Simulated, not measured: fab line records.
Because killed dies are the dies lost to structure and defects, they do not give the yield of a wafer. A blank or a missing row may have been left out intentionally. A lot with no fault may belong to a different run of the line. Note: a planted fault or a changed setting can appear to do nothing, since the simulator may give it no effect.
Matching of chambers + flow n5 finfet + 3 sister chambers for N5_BEOL_M4_PECVD_72 on pecvd-03
The step deposits SiO2 from TEOS/O2, target thk 16 nm, time 18 s. 27 wafers are shown with their chamber, then 12 later ones without.

## WAFERS WITH THEIR CHAMBER
| wafer  | chamber | showerhead plenum p Torr (Torr) | heater power w (W) | throttle valve pct (%) |
|--------|---------|---------------------------------|--------------------|------------------------|
| L075.2 | 1       | 8.76                            | 798                | 21.5                   |
| L075.5 | 0       | 8.76                            | 676                | 21.6                   |
| L075.6 | 1       | 8.75                            | 783                | 21.5                   |
| L079.1 | 1       | 8.76                            | 899                | 21.4                   |
| L079.3 | 2       | 8.85                            | 806                | 21.2                   |
| L079.4 | 1       | 8.76                            | 884                | 21.2                   |
| L078.4 | 1       | 8.75                            | 870                | 21.2                   |
| L078.5 | 0       | 8.76                            | 689                | 21.3                   |
| L078.6 | 2       | 8.84                            | 876                | 21.1                   |
| L080.3 | 1       | 8.77                            | 741                | 21.3                   |
| L080.4 | 1       | 8.77                            | 741                | 21.5                   |
| L080.5 | 0       | 8.75                            | 732                | 21.6                   |
| L083.3 | 2       | 8.85                            | 977                | 21.3                   |
| L083.4 | 0       | 8.76                            | 658                | 21.5                   |
| L083.5 | 1       | 8.77                            | 848                | 21.2                   |
| L084.1 | 1       | 8.75                            | 844                | 21.4                   |
| L084.4 | 1       | 8.75                            | 857                | 21.5                   |
| L084.6 | 2       | 8.84                            | 923                | 21.4                   |
| L086.1 | 0       | 8.75                            | 743                | 21.9                   |
| L086.2 | 1       | 8.74                            | 900                | 21.3                   |
| L086.3 | 2       | 8.87                            | 913                | 21.5                   |
| L085.1 | 2       | 8.86                            | 961                | 21.3                   |
| L085.4 | 0       | 8.74                            | 724                | 21.8                   |
| L085.6 | 2       | 8.86                            | 972                | 21.4                   |
| L087.1 | 1       | 8.76                            | 767                | 21.5                   |
| L087.2 | 0       | 8.76                            | 725                | 21.8                   |
| L087.4 | 1       | 8.75                            | 785                | 21.4                   |

SIGNATURES (averages over the wafers above)
| reading                  | chamber 0 | chamber 1 | chamber 2 | scatter within a chamber |
|--------------------------|-----------|-----------|-----------|--------------------------|
| showerhead plenum p Torr | 8.7543    | 8.7569    | 8.8529    | 0.00956                  |
| heater power w           | 706.71    | 824.38    | 918.29    | 53.6                     |
| throttle valve pct       | 21.643    | 21.377    | 21.314    | 0.151                    |
Rule: distance of a wafer from a chamber = root of the sum over the readings of ((wafer's reading minus chamber's mean) / reading's scatter) squared. The wafer belongs to the nearest chamber; if the next one is less than 2 further off, it can't be placed. How the scatter is found: for the shown wafers, subtract from each reading the mean of its chamber, square and add these, divide the total by (wafers less chambers), then take the root.

## WAFERS WHOSE CHAMBER IS MISSING
| wafer  | showerhead plenum p Torr (Torr) | heater power w (W) | throttle valve pct (%) |
|--------|---------------------------------|--------------------|------------------------|
| L089.2 | 8.74                            | 810                | 21.3                   |
| L089.3 | 8.74                            | 681                | 21.7                   |
| L089.6 | 8.74                            | 692                | 21.7                   |
| L092.2 | 8.76                            | 726                | 21.6                   |
| L092.4 | 8.78                            | 767                | 21.2                   |
| L092.6 | 8.77                            | 717                | 21.9                   |
| L096.1 | 8.84                            | 953                | 21.3                   |
| L096.3 | 8.78                            | 708                | 21.5                   |
| L096.5 | 8.85                            | 965                | 21.3                   |
| L095.1 | 8.75                            | 808                | 21.2                   |
| L095.2 | 8.85                            | 832                | 21.4                   |
| L095.4 | 8.83                            | 825                | 21.2                   |

## EACH ONE'S CHAMBER
| wafer  | from the rows above     | in truth |
|--------|-------------------------|----------|
| L089.2 | can't be placed: 1 or 0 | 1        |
| L089.3 | 0                       | 0        |
| L089.6 | 0                       | 0        |
| L092.2 | can't be placed: 0 or 1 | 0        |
| L092.4 | can't be placed: 1 or 0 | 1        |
| L092.6 | can't be placed: 0 or 1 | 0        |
| L096.1 | 2                       | 2        |
| L096.3 | can't be placed: 0 or 1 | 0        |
| L096.5 | 2                       | 2        |
| L095.1 | 1                       | 1        |
| L095.2 | 2                       | 2        |
| L095.4 | 2                       | 2        |
Placed correctly: 7 of 12. These rows do not allow placing 5 (true chamber among the candidates in 5). Placed wrongly: 0.
